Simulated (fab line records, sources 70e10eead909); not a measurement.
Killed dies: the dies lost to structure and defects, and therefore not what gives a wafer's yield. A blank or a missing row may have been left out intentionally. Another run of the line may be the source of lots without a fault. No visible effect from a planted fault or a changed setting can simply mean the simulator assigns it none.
2 desks looking at one fault | flow nand-harc | each desk holds nothing but its own numbers, with what lay behind them at the end

## THE METROLOGY DESK
What the gauges read, lot by lot, whatever tool the lot ran on: means of the sampled wafers that have a number. Any lot whose mean is over 4 standard deviations away from the usual mean is out of limits and marked OUT; that distance is given in the brackets.
Columns: A = thk-nm at NHARC_A_BONDPAD_THK_MEAS_30, usual 199.9 nm
lot  | first seen here | A
L422 | day 23 18:46    | 199.3
L423 | day 23 19:27    | 197.9
L425 | day 24 06:58    | 200.9
L426 | day 25 17:09    | 199.7
L428 | day 26 07:02    | 200.4
L434 | day 27 04:37    | 198.9
L435 | day 28 02:06    | 200.0
L437 | day 29 10:28    | 198.4
L436 | day 29 10:35    | 199.6
L441 | day 31 13:23    | 201.8
L443 | day 31 16:40    | 201.1
L445 | day 32 07:19    | 198.9
Finding of this desk: none of the 12 lots has anything out of limits.

## DESK OF THE TOOL OWNER: rie-diel-01
The tool's own readings at NHARC_P_CONTACT_ETCH_35 (etches the open film in CF4, target depth 39 nm, time 65 s): means of the sampled wafers that have a number, for each lot that ran on this tool. Any lot whose mean is over 4 standard deviations away from the usual mean is out of limits and marked OUT; that distance is given in the brackets.
Columns: A = drypump-motor-current-A at NHARC_P_CONTACT_ETCH_35, usual 5.7 A; B = oes-product-au at NHARC_P_CONTACT_ETCH_35, usual 0.999 a.u.; C = rf-vpp-V at NHARC_P_CONTACT_ETCH_35, usual 151.2 V; D = showerhead-plenum-p-Torr at NHARC_P_CONTACT_ETCH_35, usual 1.76 Torr; E = throttle-valve-pct at NHARC_P_CONTACT_ETCH_35, usual 13.284 %
lot  | first seen here | A   | B     | C     | D    | E
L423 | day 6 09:54     | 5.2 | 1.000 | 150.8 | 1.71 | 13.290
L425 | day 7 05:17     | 5.5 | 0.998 | 150.7 | 1.76 | 13.283
L426 | day 7 23:56     | 5.3 | 1.004 | 150.4 | 1.72 | 13.282
L434 | day 10 19:08    | 5.5 | 1.003 | 150.9 | 1.74 | 13.285
L436 | day 11 22:35    | 5.4 | 0.984 | 150.5 | 1.75 | 13.294
L443 | day 14 18:49    | 5.4 | 1.001 | 150.6 | 1.73 | 13.288
Finding of this desk: none of the 6 lots has anything out of limits.

## PUT TOGETHER
At the metrology desk, nothing out of limits was observed.
Nothing out of limits was seen by the tool owner's desk.

## WHAT HAD BEEN PUT IN BY THE SIMULATOR
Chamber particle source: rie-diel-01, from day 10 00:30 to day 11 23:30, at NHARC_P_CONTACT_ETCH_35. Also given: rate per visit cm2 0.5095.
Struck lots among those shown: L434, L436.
